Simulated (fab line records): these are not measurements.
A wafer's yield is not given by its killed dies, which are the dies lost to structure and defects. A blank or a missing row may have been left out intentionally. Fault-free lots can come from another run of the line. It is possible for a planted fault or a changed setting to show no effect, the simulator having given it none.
fab line records ; flow n5Finfet
[record] lots = 7; wafers = 21
route steps=1938 shown BEOL_M2@890 BEOL_M3@980 BEOL_M5@1117 BEOL_M7@1266
startH: hours from the record's first day to the start of the lot's first wafer shown ; waitH: hours since the lot's step before ; " same as the row above ; L1.1+2: a single row standing in for several wafers ; - no value, or no start given ; * or withheld: withheld ; < > ~ a bound
route shown NAME@n: NAME is a module with steps in the file, n the number in the route of the first one ; usual: mean and standard deviation over wafers with no fault ; same: alike in all rows ; chamber/n: place in a boat ; sites: readings site by site ; _std_site: the standard deviation of these ; _edge_site: inner sites' mean taken away from outer sites' mean ; radiusMm: for every site, how far away it sits from the centre of the wafer ; mask NAME#n: copy n ; behind: tool/chamber where the wafer was last shaped ; hold: what put the lot on hold/how long, in hours/how the hold closed ; device: the transistor (n, p or np) that didn't switch ; end of line: at the end of the route, the tests of the same wafers ; step lacking rows: just its recipe ; killed: dies lost to structure and defects at the first sort, not the wafer's yield ; map: a wafer's dies, marking killed ones x, the rest . and places with no die _
set.NAME: the setting as run; set.NAME@STEP: as run at that earlier step ; model.NAME: the simulator's own value behind a step, which no gauge read
lots where settings were altered on purpose, with a table for each step and a row for each wafer
[[steps]]
[step N5_BEOL_M2_TRENCH_ETCH_37]
[recipe] chemistry = C4F6/O2; targetDepthA = 555.55; target = SiOC; timeS = 29.2; ionEnergyEv = 250; pressureMtorr = 30; sourceW = 355; biasW = 185; Ar_flow_sccm = 300; C4F6_flow_sccm = 10; O2_flow_sccm = 10
lot.wafer;tool;chamber;startH;waitH;set.timeS;model.etch.depthNm;model.BEOL_M2.featureDepthNm
L074.3;rieDiel-04;0;-;-;29.2;53.97;54
L074.5;rieDiel-04;0;-;-;29.2;54.04;54
L074.6;rieDiel-04;3;-;-;25.93;49.64;49.6
L075.2;rieDiel-02;2;-;-;26.18;49.91;50
L075.4;rieDiel-02;3;-;-;26.18;49.32;49.4
L075.6;rieDiel-02;1;-;-;29.2;55.59;55.6
L077.2;rieDiel-04;1;-;-;29.2;54.84;54.8
L077.3;rieDiel-04;0;-;-;29.2;53.88;53.8
L077.4;rieDiel-04;3;-;-;29.2;55.8;55.8
L079.1;rieDiel-03;2;-;-;31.57;59.03;59
L079.2;rieDiel-03;0;-;-;29.2;56.15;56.2
L079.6;rieDiel-03;0;-;-;31.57;61.12;61.2
L085.2;rieDiel-02;1;-;-;29.2;55.56;55.6
L085.5;rieDiel-02;1;-;-;29.2;55.31;55.4
L085.6;rieDiel-02;0;-;-;29.2;55.61;55.6
L089.1;rieDiel-03;0;-;-;29.2;55.39;55.4
L089.3;rieDiel-03;3;-;-;29.2;55.43;55.4
L089.6;rieDiel-03;3;-;-;29.2;55.79;55.8
L097.1;rieDiel-03;1;-;-;29.2;56.47;56.4
L097.2;rieDiel-03;2;-;-;29.2;56.44;56.4
L097.4;rieDiel-03;3;-;-;29.2;56.62;56.6
[step N5_BEOL_M2_ETCH_41]
[recipe] chemistry = CH3F/O2; target = SiCN; targetDepthA = 299; taperDeg = 2; timeS = 52.5; ionEnergyEv = 120; maskMaterial = TiN; pressureMtorr = 30; sourceW = 395; biasW = 75; Ar_flow_sccm = 150; CH3F_flow_sccm = 30; O2_flow_sccm = 20
[step N5_BEOL_M2_STRIP_97]
[recipe] chemistry = N2/H2; timeS = 10; powerW = 450; tempC = 40; pressureMtorr = 20; rfFrequencyHz = 6e+07; biasPowerW = 7; n2FlowSccm = 200; h2FlowSccm = 200
[step N5_BEOL_M2_OCD_MEAS_38]
[usual] trenchDepthNm = 55.6/0.72
lot.wafer;tool;chamber;startH;waitH;set.timeS@BEOL_M2_TRENCH_ETCH_37;trenchDepthNm
L074.3;ocd-02;-;144.72;-;29.2;54.3
L074.5;ocd-02;-;144.72;-;29.2;54.4
L074.6;ocd-02;-;144.72;-;25.93;49.8
L075.2;ocd-01;-;146.25;-;26.18;49.8
L075.4;ocd-01;-;146.25;-;26.18;49.0
L075.6;ocd-01;-;146.25;-;29.2;55.5
L077.2;ocd-01;-;157.14;-;29.2;54.7
L077.3;ocd-01;-;157.14;-;29.2;54.1
L077.4;ocd-01;-;157.14;-;29.2;55.7
L079.1;ocd-01;-;169.01;-;31.57;59.4
L079.2;ocd-01;-;169.01;-;29.2;55.8
L079.6;ocd-01;-;169.01;-;31.57;61.1
L085.2;ocd-01;-;206.82;-;29.2;56.1
L085.5;ocd-01;-;206.82;-;29.2;55.2
L085.6;ocd-01;-;206.82;-;29.2;55.6
L089.1;ocd-01;-;233.85;-;29.2;55.3
L089.3;ocd-01;-;233.85;-;29.2;55.7
L089.6;ocd-01;-;233.85;-;29.2;56.5
L097.1;ocd-01;-;276.27;-;29.2;56.0
L097.2;ocd-01;-;276.27;-;29.2;55.9
L097.4;ocd-01;-;276.27;-;29.2;57.1
[step N5_BEOL_M2_HM_STRIP_39]
[recipe] chemistry = peroxideTinStrip; material = TiN; targetDepthA = 250; tempC = 50; timeS = 158
[step N5_BEOL_M2_SRD_40]
[recipe] timeS = 30; tempC = 23; rinseLiquid = diw; dry = ipaMarangoni
[step N5_BEOL_M2_ECD_50]
[recipe] material = Cu; targetThkA = 3000
[step N5_BEOL_M2_ANNEAL_51]
[recipe] tempC = 225; timeS = 90; ambient = N2
[step N5_BEOL_M2_CMP_52]
[recipe] stopOn = SiOC; tOverpolishS = 6.8; downForcePsi = 1; platenRpm = 50; clearingPlatenDownForcePsi = 1.5; clearingPlatenRpm = 50; postCmpClean = cuAlkaline; targetThkNm = 40; clearingPlatenPadVelocityMS = 0.99484; padVelocityMS = 0.99484
lot.wafer;tool;chamber;startH;waitH;set.timeS@BEOL_M2_TRENCH_ETCH_37;model.Cu_of_BEOL_M2_ECD_50.thkNm
L074.3;cmp-04;2;148.08;0.2;29.2;37.4
L074.5;cmp-04;1;148.08;0.2;29.2;39.8
L074.6;cmp-04;2;148.08;0.2;25.93;34.2
L075.4;cmp-04;1;151.12;0.6;26.18;35
L075.2;cmp-04;3;151.12;0.6;26.18;35.4
L075.6;cmp-04;0;151.12;0.6;29.2;41.6
L077.2+3;cmp-04;1,2;160.89;0.2;29.2;39.2
L077.4;cmp-04;3;160.89;0.2;29.2;40.8
L079.1;cmp-02;0;172.62;0.3;31.57;44.8
L079.2;cmp-02;2;172.62;0.3;29.2;39.6
L079.6;cmp-02;0;172.62;0.3;31.57;44.6
L085.2;cmp-02;0;210.28;0.3;29.2;40.4
L085.6;cmp-02;2;210.28;0.3;29.2;39.8
L085.5;cmp-02;3;210.28;0.3;29.2;38.2
L089.1;cmp-04;0;238.11;0.3;29.2;41
L089.3;cmp-04;1;238.11;0.3;29.2;41.2
L089.6;cmp-04;0;238.11;0.3;29.2;40.4
L097.2;cmp-02;0;279.92;0.2;29.2;41.6
L097.4;cmp-02;1;279.92;0.2;29.2;40.8
L097.1;cmp-02;2;279.92;0.2;29.2;41.4
[step N5_BEOL_M2_THK_MEAS_53]
[recipe] thkMeasGauge = xrf; reads = Cu_of_BEOL_M2_ECD_50
[usual] M2_THK = 40.0/1.3
lot.wafer;tool;chamber;startH;waitH;set.timeS@BEOL_M2_TRENCH_ETCH_37;M2_THK[nm]
L074.3;filmMetro-02;-;148.33;-;29.2;37.3
L074.5;filmMetro-02;-;148.33;-;29.2;39.5
L074.6;filmMetro-02;-;148.33;-;25.93;34.0
L075.2;filmMetro-01;-;151.38;-;26.18;34.9
L075.4;filmMetro-01;-;151.38;-;26.18;34.7
L075.6;filmMetro-01;-;151.38;-;29.2;41.1
L077.2;filmMetro-01;-;161.19;-;29.2;39.0
L077.3;filmMetro-01;-;161.19;-;29.2;39.2
L077.4;filmMetro-01;-;161.19;-;29.2;40.6
L079.1;filmMetro-02;-;172.88;-;31.57;45.1
L079.2;filmMetro-02;-;172.88;-;29.2;39.8
L079.6;filmMetro-02;-;172.88;-;31.57;45.0
L085.2;filmMetro-01;-;210.50;-;29.2;40.5
L085.5;filmMetro-01;-;210.50;-;29.2;38.2
L085.6;filmMetro-01;-;210.50;-;29.2;39.9
L089.1;filmMetro-01;-;238.36;-;29.2;40.9
L089.3;filmMetro-01;-;238.36;-;29.2;41.3
L089.6;filmMetro-01;-;238.36;-;29.2;40.3
L097.1;filmMetro-02;-;280.18;-;29.2;41.6
L097.2;filmMetro-02;-;280.18;-;29.2;41.9
L097.4;filmMetro-02;-;280.18;-;29.2;40.8
[step N5_BEOL_M2_PRE_CLEAN_60]
[recipe] gas = NH3/H2; timeS = 15; tempC = *; rfPowerW = 300
[step N5_BEOL_M2_CO_CAP_55]
[recipe] material = Co; targetThkA = 20; tempC = 200; precursor = CCTBA/H2; pressureTorr = 30; timeS = 102.1
[step N5_BEOL_M2_PRE_CLEAN_56]
[recipe] gas = NH3; timeS = 15; tempC = withheld; rfPowerW = 300
[step N5_BEOL_M2_DEP_57]
[recipe] material = SiCN; targetThkA = 80; tempC = withheld; precursor = 3MS/NH3; pressureTorr = 3; rfW = 202; timeS = 14
[step N5_BEOL_M2_RS_MEAS_58]
[recipe] thkMeasGauge = four-point-probe; reads = Co_of_BEOL_M2_CO_CAP_55+Cu_of_BEOL_M2_ECD_50+Co_of_BEOL_M2_CVD_47+TaN_of_BEOL_M2_ALD_84
[usual] M2_RS = 0.670/0.029
lot.wafer;tool;chamber;startH;waitH;set.timeS@BEOL_M2_TRENCH_ETCH_37;M2_RS[ohm/sq]
L074.3;filmMetro-01;-;148.60;0.1;29.2;0.730
L074.5;filmMetro-01;-;148.60;0.1;29.2;0.675
L074.6;filmMetro-01;-;148.60;0.1;25.93;0.818
L075.2;filmMetro-02;-;151.64;0.1;26.18;0.787
L075.4;filmMetro-02;-;151.64;0.1;26.18;0.798
L075.6;filmMetro-02;-;151.64;0.1;29.2;0.636
L077.2;filmMetro-01;-;161.45;0.1;29.2;0.688
L077.3;filmMetro-01;-;161.45;0.1;29.2;0.689
L077.4;filmMetro-01;-;161.45;0.1;29.2;0.654
L079.1;filmMetro-02;-;173.14;0.0;31.57;0.581
L079.2;filmMetro-02;-;173.14;0.0;29.2;0.682
L079.6;filmMetro-02;-;173.14;0.0;31.57;0.583
L085.2;filmMetro-01;-;210.79;0.1;29.2;0.663
L085.5;filmMetro-01;-;210.79;0.1;29.2;0.711
L085.6;filmMetro-01;-;210.79;0.1;29.2;0.675
L089.1;filmMetro-01;-;238.62;0.0;29.2;0.650
L089.3;filmMetro-01;-;238.62;0.0;29.2;0.646
L089.6;filmMetro-01;-;238.62;0.0;29.2;0.662
L097.1;filmMetro-02;-;280.44;0.0;29.2;0.639
L097.2;filmMetro-02;-;280.44;0.0;29.2;0.637
L097.4;filmMetro-02;-;280.44;0.0;29.2;0.652
[step N5_BEOL_M3_TRENCH_ETCH_37]
[recipe] chemistry = C4F6/O2; targetDepthA = 555.55; target = SiOC; timeS = 29.2; ionEnergyEv = 250; pressureMtorr = 30; sourceW = 355; biasW = 185; Ar_flow_sccm = 300; C4F6_flow_sccm = 10; O2_flow_sccm = 10
[usual] rfVppV = 664/7.9
lot.wafer;tool;chamber;startH;waitH;set.sourceW;rfVppV;model.etch.depthNm;model.BEOL_M3.featureDepthNm
L074.3;rieDiel-01;2;-;-;355;673;55.25;55.2
L074.5;rieDiel-01;0;-;-;386.5;638;56.75;56.8
L074.6;rieDiel-01;2;-;-;386.5;641;57.12;57.2
L075.2;rieDiel-06;1;-;-;355;657;56.28;56.2
L075.4;rieDiel-06;0;-;-;310.7;700;53.22;53.2
L075.6;rieDiel-06;1;-;-;310.7;705;53.95;54
L077.2;rieDiel-06;0;-;-;355;653;56.23;56.2
L077.3;rieDiel-06;3;-;-;355;672;56.34;56.4
L077.4;rieDiel-06;1;-;-;325.1;688;54.03;54
L079.1;rieDiel-01;1;-;-;355;660;55.26;55.2
L079.2;rieDiel-01;3;-;-;355;664;55.25;55.2
L079.6;rieDiel-01;1;-;-;355;660;55;55
L085.2;rieDiel-01;0;-;-;355;666;55.21;55.2
L085.5;rieDiel-01;1;-;-;355;659;55.08;55
L085.6;rieDiel-01;0;-;-;355;667;55.39;55.4
L089.1;rieDiel-05;3;-;-;355;657;54.61;54.6
L089.3;rieDiel-05;1;-;-;391.1;633;56.91;57
L089.6;rieDiel-05;1;-;-;355;667;55.02;55
L097.1;rieDiel-06;2;-;-;355;675;57.38;57.4
L097.2;rieDiel-06;3;-;-;355;671;56.25;56.2
L097.4;rieDiel-06;0;-;-;333.6;676;54.79;54.8
[step N5_BEOL_M3_ETCH_41]
[recipe] chemistry = CH3F/O2; target = SiCN; targetDepthA = 299; taperDeg = 2; timeS = 52.5; ionEnergyEv = 120; maskMaterial = TiN; pressureMtorr = 30; sourceW = 395; biasW = 75; Ar_flow_sccm = 150; CH3F_flow_sccm = 30; O2_flow_sccm = 20
[step N5_BEOL_M3_STRIP_97]
[recipe] chemistry = N2/H2; timeS = 10; powerW = 450; tempC = 40; pressureMtorr = 20; rfFrequencyHz = 6e+07; biasPowerW = 7; n2FlowSccm = 200; h2FlowSccm = 200
[step N5_BEOL_M3_OCD_MEAS_38]
[usual] trenchDepthNm = 55.5/0.79
lot.wafer;tool;chamber;startH;waitH;set.sourceW@BEOL_M3_TRENCH_ETCH_37;trenchDepthNm
L074.3;ocd-02;-;157.18;-;355;55.6
L074.5;ocd-02;-;157.18;-;386.5;56.8
L074.6;ocd-02;-;157.18;-;386.5;56.6
L075.2;ocd-02;-;157.92;-;355;56.2
L075.4;ocd-02;-;157.92;-;310.7;53.2
L075.6;ocd-02;-;157.92;-;310.7;54.1
L077.2;ocd-01;-;166.00;-;355;56.2
L077.3;ocd-01;-;166.00;-;355;55.9
L077.4;ocd-01;-;166.00;-;325.1;53.7
L079.1;ocd-02;-;179.57;-;355;54.9
L079.2;ocd-02;-;179.57;-;355;55.4
L079.6;ocd-02;-;179.57;-;355;54.8
L085.2;ocd-01;-;215.13;-;355;55.3
L085.5;ocd-01;-;215.13;-;355;55.0
L085.6;ocd-01;-;215.13;-;355;55.2
L089.1;ocd-02;-;249.71;-;355;54.9
L089.3;ocd-02;-;249.71;-;391.1;56.6
L089.6;ocd-02;-;249.71;-;355;55.2
L097.1;ocd-02;-;285.13;-;355;57.4
L097.2;ocd-02;-;285.13;-;355;56.7
L097.4;ocd-02;-;285.13;-;333.6;54.9
[step N5_BEOL_M3_SPUTTER_90]
[recipe] material = Cu; targetThkA = 45; tempC = -20; chamberPressurePa = 0.07; powerW = withheld; timeS = 8.29
lot.wafer;tool;chamber;startH;waitH;set.timeS;model.Cu_of_BEOL_M3_SPUTTER_90.thkNm
L074.3+5+6;pvdSputter-02;-;159.78;0.1;8.29;4.6
L075.2+4;pvdSputter-01;-;161.58;0.1;8.29;4.2
L075.6;pvdSputter-01;-;161.58;0.1;7.238;3.8
L077.2+4;pvdSputter-03;-;168.41;0.1;8.29;4.4
L077.3;pvdSputter-03;-;168.41;0.1;8.968;-
L079.1+2;pvdSputter-02;-;182.54;0.1;8.29;4.4
L079.6;pvdSputter-02;-;182.54;0.1;8.29;4.6
L085.2+5+6;pvdSputter-02;-;217.22;0.1;8.29;4.4
L089.1;pvdSputter-02;-;252.35;0.1;9.309;-
L089.3;pvdSputter-02;-;252.35;0.1;8.29;4.4
L089.6;pvdSputter-02;-;252.35;0.1;9.309;5
L097.1+4;pvdSputter-03;-;291.00;0.1;7.457;-
L097.2;pvdSputter-03;-;291.00;0.1;8.29;4.4
[step N5_BEOL_M5_COAT_59]
[recipe] resist = SOC; tempC = 250; timeS = 60; spinRpm = 1500; resistThkNm = 60
lot.wafer;tool;chamber;startH;waitH;set.spinRpm;model.SOC_of_BEOL_M5_COAT_59.thkNm
L075.2;lithoTrack-01;0;173.02;0.9;1500;60
L075.4;lithoTrack-01;0;173.02;0.9;1425;61.6
L075.6;lithoTrack-01;0;173.02;0.9;1500;59.8
L074.3+6;lithoTrack-02;0;173.02;1.0;1500;60.2
L074.5;lithoTrack-02;0;173.02;1.0;1500;60
L077.2+4;lithoTrack-03;0;181.96;0.1;1500;60.2
L077.3;lithoTrack-03;0;181.96;0.1;1445;61.6
L079.1;lithoTrack-01;0;197.31;0.1;1401;62.4
L079.2;lithoTrack-01;0;197.31;0.1;1500;60.4
L079.6;lithoTrack-01;0;197.31;0.1;1500;60.2
L085.2+5;lithoTrack-03;0;240.10;0.1;1500;60.2
L085.6;lithoTrack-03;0;240.10;0.1;1500;60
L089.1;lithoTrack-01;0;271.02;0.1;1599;58
L089.3;lithoTrack-01;0;271.02;0.1;1500;59.6
L089.6;lithoTrack-01;0;271.02;0.1;1500;60
L097.1+2;lithoTrack-01;0;307.62;0.1;1500;59.8
L097.4;lithoTrack-01;0;307.62;0.1;1500;60.2
[step N5_BEOL_M5_COAT_71]
[recipe] resist = underlayer; tempC = 205; timeS = 60; spinRpm = 1500; resistThkNm = 5
lot.wafer;tool;chamber;startH;waitH;set.spinRpm
L075.2+6;lithoTrack-01;0;-;-;1500
L075.4;lithoTrack-01;0;-;-;1441
L074.3;lithoTrack-02;0;-;-;1361
L074.5+6;lithoTrack-02;0;-;-;1500
L077.2;lithoTrack-03;0;-;-;1500
L077.3+4;lithoTrack-03;0;-;-;1402
L079.1+6;lithoTrack-01;0;-;-;1550
L079.2;lithoTrack-01;0;-;-;1500
L085.2+5+6;lithoTrack-03;0;-;-;1500
L089.1+3;lithoTrack-01;0;-;-;1500
L089.6;lithoTrack-01;0;-;-;1435
L097.1;lithoTrack-01;0;-;-;1334
L097.2+4;lithoTrack-01;0;-;-;1500
[step N5_BEOL_M5_COAT_05]
[recipe] resist = CAR-EUV; spinRpm = 1500; resistThkNm = 30
[step N5_BEOL_M5_EBR_07]
[recipe] solvent = PGMEA; ebrWidthMm = 1.5
[step N5_BEOL_M5_DESCUM_16]
[recipe] chemistry = O2; timeS = 7; sourcePowerW = 50; biasPowerW = 20; pressureMtorr = 20; rfFrequencyHz = 2.712e+07; tempC = 40; resist = CAR-EUV; o2FlowSccm = 225
[step N5_BEOL_M5_ETCH_72]
[recipe] chemistry = N2/H2; target = underlayer; targetDepthA = 65; maskMaterial = CAR-EUV; timeS = 5.2; ionEnergyEv = 200; pressureMtorr = 30; sourceW = 840; biasW = 150; n2FlowSccm = 200; h2FlowSccm = 200; ends = cleared
[usual] etchRfOnTimeS = 5.20/0.065
lot.wafer;tool;chamber;startH;waitH;set.spinRpm@BEOL_M5_COAT_71;etchRfOnTimeS;model.etch.depthNm
L075.2;rieDiel-01;1;173.62;0.0;1500;5.14;4.997
L075.4;rieDiel-01;0;173.62;0.0;1441;5.33;5.107
L075.6;rieDiel-01;2;173.62;0.0;1500;5.16;4.994
L074.3;rieDiel-05;2;173.66;0.0;1361;5.63;5.277
L074.5;rieDiel-05;0;173.66;0.0;1500;5.30;5.022
L074.6;rieDiel-05;1;173.66;0.0;1500;5.27;5.021
L077.2;rieDiel-05;3;182.39;0.0;1500;5.22;5.009
L077.3;rieDiel-05;1;182.39;0.0;1402;5.42;5.169
L077.4;rieDiel-05;2;182.39;0.0;1402;5.48;5.164
L079.1;rieDiel-01;2;197.73;0.0;1550;5.15;4.904
L079.2;rieDiel-01;3;197.73;0.0;1500;5.10;4.979
L079.6;rieDiel-01;3;197.73;0.0;1550;5.10;4.907
L085.2;rieDiel-05;1;240.52;0.0;1500;5.12;4.99
L085.5;rieDiel-05;0;240.52;0.0;1500;5.12;5.009
L085.6;rieDiel-05;3;240.52;0.0;1500;5.18;4.986
L089.1;rieDiel-06;1;271.57;0.0;1500;5.07;4.996
L089.3;rieDiel-06;0;271.57;0.0;1500;5.13;4.988
L089.6;rieDiel-06;0;271.57;0.0;1435;5.24;5.102
L097.1;rieDiel-01;2;308.29;0.0;1334;5.71;5.316
L097.2;rieDiel-01;3;308.29;0.0;1500;5.24;5.015
L097.4;rieDiel-01;1;308.29;0.0;1500;5.17;5.016
[step N5_BEOL_M5_ETCH_61]
[recipe] chemistry = CF4; target = SiARC; targetDepthA = 156; maskMaterial = CAR-EUV; timeS = 26; ionEnergyEv = 80; pressureMtorr = 40; sourceW = 545; biasW = 36; Ar_flow_sccm = 100; cf4FlowSccm = 100; ends = cleared
[step N5_BEOL_M5_ETCH_62]
[recipe] chemistry = N2/H2; target = SOC; targetDepthA = 750; overetchA = 150; maskMaterial = SiARC; tempC = 40; timeS = 112.5; ionEnergyEv = 200; pressureMtorr = 30; sourceW = 840; biasW = 150; n2FlowSccm = 200; h2FlowSccm = 200
lot.wafer;tool;chamber;startH;waitH;set.spinRpm@BEOL_M5_COAT_59;model.etch.depthNm
L075.2;rieDiel-01;1;173.67;0.0;1500;60.04
L075.4;rieDiel-01;0;173.67;0.0;1425;61.62
L075.6;rieDiel-01;2;173.67;0.0;1500;59.88
L074.3;rieDiel-05;2;173.71;0.0;1500;60.19
L074.5;rieDiel-05;0;173.71;0.0;1500;60.03
L074.6;rieDiel-05;1;173.71;0.0;1500;60.21
L077.2;rieDiel-05;3;182.43;0.0;1500;60.22
L077.3;rieDiel-05;1;182.43;0.0;1445;61.5
L077.4;rieDiel-05;2;182.43;0.0;1500;60.25
L079.1;rieDiel-01;2;197.78;0.0;1401;62.47
L079.2;rieDiel-01;3;197.78;0.0;1500;60.42
L079.6;rieDiel-01;3;197.78;0.0;1500;60.25
L085.2;rieDiel-05;1;240.57;0.0;1500;60.19
L085.5;rieDiel-05;0;240.57;0.0;1500;60.23
L085.6;rieDiel-05;3;240.57;0.0;1500;60.09
L089.1;rieDiel-06;1;271.61;0.0;1599;58
L089.3;rieDiel-06;0;271.61;0.0;1500;59.67
L089.6;rieDiel-06;0;271.61;0.0;1500;59.94
L097.1;rieDiel-01;2;308.33;0.0;1500;59.9
L097.2;rieDiel-01;3;308.33;0.0;1500;59.88
L097.4;rieDiel-01;1;308.33;0.0;1500;60.1
[step N5_BEOL_M5_STRIP_63]
[recipe] chemistry = N2/H2; tempC = 40; n2FlowSccm = 200; h2FlowSccm = 200; rfFrequencyHz = 6e+07
[step N5_BEOL_M5_STRIP_73]
[recipe] chemistry = N2/H2; tempC = 40; n2FlowSccm = 200; h2FlowSccm = 200; rfFrequencyHz = 6e+07
[step N5_BEOL_M5_STRIP_64]
[recipe] chemistry = CF4; resist = SiARC; powerW = 300; biasPowerW = 75; pressureMtorr = 50; cf4FlowSccm = 150; rfFrequencyHz = 6e+07
[step N5_BEOL_M5_HM_OPEN_17]
[recipe] chemistry = Cl2/BCl3; targetDepthA = 200; overetchA = 60; target = TiN; maskMaterial = SOC; ionEnergyEv = 150; pressureMtorr = 10; icpW = 1000; biasW = 126; Cl2_flow_sccm = 53.25; bcl3FlowSccm = 21.75; Ar_flow_sccm = 25
lot.wafer;tool;chamber;startH;waitH;set.spinRpm@BEOL_M5_COAT_59;model.SOC_of_BEOL_M5_COAT_59.thkNm
L075.2;rieMetal-01;0;173.84;0.0;1500;52.2
L075.4;rieMetal-01;1;173.84;0.0;1425;53.6
L075.6;rieMetal-01;0;173.84;0.0;1500;52
L074.3+6;rieMetal-02;1,0;173.91;0.1;1500;52.4
L074.5;rieMetal-02;1;173.91;0.1;1500;52.2
L077.2;rieMetal-02;1;182.60;0.0;1500;52.2
L077.3;rieMetal-02;1;182.60;0.0;1445;53.6
L077.4;rieMetal-02;0;182.60;0.0;1500;52.4
L079.1;rieMetal-03;0;197.95;0.0;1401;54.6
L079.2;rieMetal-03;1;197.95;0.0;1500;52.2
L079.6;rieMetal-03;1;197.95;0.0;1500;52
L085.2;rieMetal-02;0;240.77;0.1;1500;52.2
L085.5;rieMetal-02;0;240.77;0.1;1500;52.4
L085.6;rieMetal-02;1;240.77;0.1;1500;52
L089.1;rieMetal-01;0;271.78;0.0;1599;50.2
L089.3;rieMetal-01;1;271.78;0.0;1500;51.8
L089.6;rieMetal-01;1;271.78;0.0;1500;52
L097.1+2;rieMetal-01;0,1;308.50;0.0;1500;51.8
L097.4;rieMetal-01;1;308.50;0.0;1500;52
[step N5_BEOL_M7_PECVD_70]
[recipe] material = SiO2; targetThkA = 200; tempC = 400; precursor = TEOS/O2; pressureTorr = 5.5; rfW = 450; teosFlowSccm = 53.8; gas = O2; flowSccm = 3000; timeS = 22.7
lot.wafer;tool;chamber;startH;waitH;set.timeS;model.SiO2_of_BEOL_M7_PECVD_70.thkNm
L074.3+6;pecvd-01;2;192.72;0.0;22.7;20
L074.5;pecvd-01;0;192.72;0.0;20.06;17.8
L075.2+6;pecvd-03;2,0;192.91;0.0;22.7;20.2
L075.4;pecvd-03;2;192.91;0.0;22.7;20.4
L077.2;pecvd-03;2;199.31;0.0;21.51;19
L077.3;pecvd-03;0;199.31;0.0;22.7;20
L077.4;pecvd-03;2;199.31;0.0;22.7;20.2
L079.1+2+6;pecvd-03;1,0,1;216.70;0.0;22.7;19.8
L085.2;pecvd-01;0;258.08;0.0;22.7;19.6
L085.5;pecvd-01;1;258.08;0.0;22.7;20.2
L085.6;pecvd-01;0;258.08;0.0;22.7;20
L089.1;pecvd-01;2;293.52;0.0;22.7;19.8
L089.3;pecvd-01;0;293.52;0.0;24.79;21.6
L089.6;pecvd-01;1;293.52;0.0;22.7;20.2
L097.1;pecvd-03;1;324.61;0.0;22.7;20
L097.2;pecvd-03;2;324.61;0.0;22.7;20.2
L097.4;pecvd-03;0;324.61;0.0;22.7;20.8
[[key]]
[split] step = N5_BEOL_M2_TRENCH_ETCH_37; setting = timeS; stated = 29.2; by = wafer
[response] step = N5_BEOL_M2_TRENCH_ETCH_37; reading = model.etch.depthNm; change = +0.478; per = 1%; r = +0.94
[response] step = N5_BEOL_M2_TRENCH_ETCH_37; reading = model.BEOL_M2.featureDepthNm; change = +0.476; per = 1%; r = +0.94
[response] step = N5_BEOL_M2_OCD_MEAS_38; reading = trenchDepthNm; change = +0.501; per = 1%; r = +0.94
[response] step = N5_BEOL_M2_CMP_52; reading = model.Cu_of_BEOL_M2_ECD_50.thkNm; change = +0.526; per = 1%; r = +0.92
[response] step = N5_BEOL_M2_THK_MEAS_53; reading = M2_THK; change = +0.529; per = 1%; r = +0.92
[response] step = N5_BEOL_M2_RS_MEAS_58; reading = M2_RS; change = -0.0124; per = 1%; r = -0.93
[split] step = N5_BEOL_M3_TRENCH_ETCH_37; setting = sourceW; stated = 355; by = wafer
[response] step = N5_BEOL_M3_TRENCH_ETCH_37; reading = rfVppV; change = -3.13; per = 1%; r = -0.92
[response] step = N5_BEOL_M3_TRENCH_ETCH_37; reading = model.etch.depthNm; change = +0.227; per = 1%; r = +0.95
[response] step = N5_BEOL_M3_TRENCH_ETCH_37; reading = model.BEOL_M3.featureDepthNm; change = +0.23; per = 1%; r = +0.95
[response] step = N5_BEOL_M3_OCD_MEAS_38; reading = trenchDepthNm; change = +0.203; per = 1%; r = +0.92
[split] step = N5_BEOL_M3_SPUTTER_90; setting = timeS; stated = 8.29; by = wafer
[response] step = N5_BEOL_M3_SPUTTER_90; reading = model.Cu_of_BEOL_M3_SPUTTER_90.thkNm; change = +0.0387; per = 1%; r = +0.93
[split] step = N5_BEOL_M5_COAT_59; setting = spinRpm; stated = 1500; by = wafer
[response] step = N5_BEOL_M5_COAT_59; reading = model.SOC_of_BEOL_M5_COAT_59.thkNm; change = -0.314; per = 1%; r = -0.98
[response] step = N5_BEOL_M5_ETCH_62; reading = model.etch.depthNm; change = -0.31; per = 1%; r = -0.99
[response] step = N5_BEOL_M5_HM_OPEN_17; reading = model.SOC_of_BEOL_M5_COAT_59.thkNm; change = -0.318; per = 1%; r = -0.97
[split] step = N5_BEOL_M5_COAT_71; setting = spinRpm; stated = 1500; by = wafer
[response] step = N5_BEOL_M5_ETCH_72; reading = etchRfOnTimeS; change = *; per = 1%; r = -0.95
[response] step = N5_BEOL_M5_ETCH_72; reading = model.etch.depthNm; change = -0.0266; per = 1%; r = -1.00
[split] step = N5_BEOL_M7_PECVD_70; setting = timeS; stated = 22.7; by = wafer
[response] step = N5_BEOL_M7_PECVD_70; reading = model.SiO2_of_BEOL_M7_PECVD_70.thkNm; change = +0.186; per = 1%; r = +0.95
